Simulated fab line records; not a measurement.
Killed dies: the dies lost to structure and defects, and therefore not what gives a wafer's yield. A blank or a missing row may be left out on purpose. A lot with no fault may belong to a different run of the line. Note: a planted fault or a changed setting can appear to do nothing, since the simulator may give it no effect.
Struck lot and sound lot, side by side / flow n5_finfet / 14 out of 1938 route steps
Sound: these wafers, L120.1, L120.3. Struck: wafers L114.2, L114.5, L114.6. The cause is named last.
Per side, at each step with rows, come the tool, then ch with its chambers, and then its first start. Under that, the readings that differ: sound wafers / struck wafers / difference of the means / sigmas: that difference in standard deviations of wafers without a fault.
alike: readings whose means differ by less than 2 such deviations, and words and numbers that are the same on both sides. not compared: withheld readings, readings that some wafer has no value for, bounds like >300 that may hide the same value, and numbers for which the record gives no deviation and whose values overlap.
The two part at a step that has a row with sigmas, a row that says differs or no value, or rows on one side only. Non-overlapping numbers with no deviation appear without sigmas and do not part them. A reading that every wafer of one side lacks parts them only if that side has two wafers or more.

N5_WELL_APT_CD_MEAS_08 targets a cd of 200 nm.
  sound on cd_sem-02 ch 0, day 5 07:43; struck on cd_sem-01 ch 0, day 3 19:43
  alike: cd_nm
N5_WELL_APT_OVL_MEAS_09:
  sound on overlay-02 ch 0, day 5 07:44; struck on overlay-01 ch 0, day 3 19:44
  alike: NWELL_OVL
N5_WELL_APT_INSPECT_10: inspects for defects (macro).
  sound on defect_inspect-02, day 5 07:46; struck on defect_inspect-01, day 3 19:46
  alike: raw_defect_count
N5_WELL_APT_DESCUM_13: chemistry O2, time 7.9 s.
  sound on rie_diel-02 ch 1,2, day 5 08:01; struck on rie_diel-02 ch 0,1,2, day 3 19:48
  alike: drypump_motor_current_A, oes_product_au, rf_vpp_V, showerhead_plenum_p_Torr, throttle_valve_pct
  not compared: rf_hours_counter_h
then, 8 steps without rows for these wafers: N5_WELL_APT_IMPLANT_14; N5_WELL_APT_IMPLANT_15; N5_WELL_APT_STRIP_16 (strips in SPM, time 900 s); N5_WELL_APT_HMDS_18 (time 60 s); N5_WELL_APT_COAT_19 (resist thk 950 nm); N5_WELL_APT_EBR_21; N5_WELL_APT_SOFTBAKE_20 (time 60 s); N5_WELL_APT_EXPOSE_22 (exposes mask PWELL, defocus 0 nm, target cd 200 nm).
N5_WELL_APT_PEB_23: peb time 90 s.
  sound on litho_track-04 ch 0, day 5 09:04; struck on litho_track-02, day 3 20:50
  no value came back on the struck wafers for chill_plate_temp_C (C), exhaust_pa (Pa); on the sound wafers chill_plate_temp_C (C) reads 23.01 23.04
then, 1 step without rows for these wafers: N5_WELL_APT_DEVELOP_24 (develop time 45 s).

## WHERE THEY PART
At N5_WELL_APT_PEB_23 and nowhere else, as far as this record goes.

WHY: what had been put in by the simulator
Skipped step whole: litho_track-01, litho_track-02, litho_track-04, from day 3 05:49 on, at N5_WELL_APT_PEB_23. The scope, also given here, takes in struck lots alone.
